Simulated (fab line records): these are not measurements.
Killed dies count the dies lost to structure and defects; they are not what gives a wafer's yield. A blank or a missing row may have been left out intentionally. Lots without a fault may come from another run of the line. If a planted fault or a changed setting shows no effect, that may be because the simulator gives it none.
Which tool is to blame? + flow n5 finfet + 8 lots, 24 wafers sampled, at 4 steps of a route of 1938

## WHAT THE GAUGES SHOWED, per wafer
N5_BEOL_M0_SAQP_INSPECT_42: inspects for defects (brightfield).
| lot  | measured     | on                | raw defect count |
|------|--------------|-------------------|------------------|
| L642 | day 5 17:07  | defect inspect-02 | 310 389 414      |
| L644 | day 6 01:22  | defect inspect-01 | 187 231 211      |
| L646 | day 6 12:37  | defect inspect-02 | 452 356 257      |
| L652 | day 8 06:55  | defect inspect-01 | 307 291 263      |
| L653 | day 8 13:22  | defect inspect-01 | 256 1347 220     |
| L659 | day 9 23:46  | defect inspect-01 | 390 149 234      |
| L663 | day 10 23:17 | defect inspect-01 | 413 280 415      |
| L664 | day 11 06:53 | defect inspect-02 | 365 398 401      |

## WHICH TOOL RAN EACH LOT (tool, then ch and the chambers of the sampled wafers, then the start)
| lot  | N5_BEOL_M0_SAQP_PECVD_00       | N5_BEOL_M0_SAQP_PECVD_04        | N5_BEOL_M0_SAQP_STRIP_86           |
|------|--------------------------------|---------------------------------|------------------------------------|
| L642 | pecvd-02 ch 0,1, day 5 11:27   | pecvd-03 ch 1,2, day 5 12:38    | rie diel-01 ch 1,2, day 5 13:43    |
| L644 | pecvd-01 ch 0,1, day 5 19:21   | pecvd-01 ch 0,1,2, day 5 20:24  | rie diel-03 ch 1,2,3, day 5 21:31  |
| L646 | pecvd-02 ch 0,1,2, day 6 07:11 | pecvd-01 ch 0,1,2, day 6 07:30  | rie diel-01 ch 1,2,3, day 6 08:25  |
| L652 | pecvd-01 ch 1,2, day 8 01:19   | pecvd-01 ch 0,1, day 8 02:14    | rie diel-06 ch 0,1,2, day 8 03:10  |
| L653 | pecvd-02 ch 0,1,2, day 8 07:22 | pecvd-02 ch 0,1,2, day 8 08:13  | rie diel-03 ch 0,2,3, day 8 09:16  |
| L659 | pecvd-01 ch 0,1,2, day 9 18:33 | pecvd-01 ch 1,2, day 9 19:04    | rie diel-03 ch 0,1,2, day 9 20:12  |
| L663 | pecvd-01 ch 1,2, day 10 17:29  | pecvd-01 ch 0,1,2, day 10 18:41 | rie diel-01 ch 0,2,3, day 10 19:44 |
| L664 | pecvd-01 ch 1,2, day 10 23:25  | pecvd-01 ch 0,1,2, day 11 00:11 | rie diel-01 ch 2,3, day 11 01:17   |
- N5_BEOL_M0_SAQP_PECVD_00: deposits SiCN from 3MS/NH3, target thk 8 nm, time 14 s.
- N5_BEOL_M0_SAQP_PECVD_04: deposits a-Si from SiH4/He, target thk 60 nm, time 60.2 s.
- N5_BEOL_M0_SAQP_STRIP_86: strips in N2/H2.

## THE ANSWER, worked out from the rows above alone
Rule: usual is defined by the lots themselves. The widest of any qualifying gaps counts: lots, ordered by their means at a reading, are off when they make up no more than a third of the lots, leave a main group of 4 or more, and stand apart from it by 3 or more times the standard deviation of that group's means. Not used: any main group whose means are identical at the precision the tables above print for the reading. A lot without any number at a reading at which 4 lots or more have one is off too. All remaining lots with rows at the step are treated as sound.
Off at N5_BEOL_M0_SAQP_INSPECT_42 (raw defect count): L653. Main group: mean 320, sd 63.
If a tool, at a process step before that reading, ran all the lots that are off and no sound lot after the first of them, it fits. The gauges at N5_BEOL_M0_SAQP_INSPECT_42 are tried like those tools. One fits: N5_BEOL_M0_SAQP_PECVD_00 and N5_BEOL_M0_SAQP_PECVD_04 on pecvd-02. At N5_BEOL_M0_SAQP_PECVD_00 its last sound lot is L646 (day 6 07:11), its first lot that is off L653 (day 8 07:22): a fault that began between those two fits.

## WHAT HAD BEEN PUT IN BY THE SIMULATOR
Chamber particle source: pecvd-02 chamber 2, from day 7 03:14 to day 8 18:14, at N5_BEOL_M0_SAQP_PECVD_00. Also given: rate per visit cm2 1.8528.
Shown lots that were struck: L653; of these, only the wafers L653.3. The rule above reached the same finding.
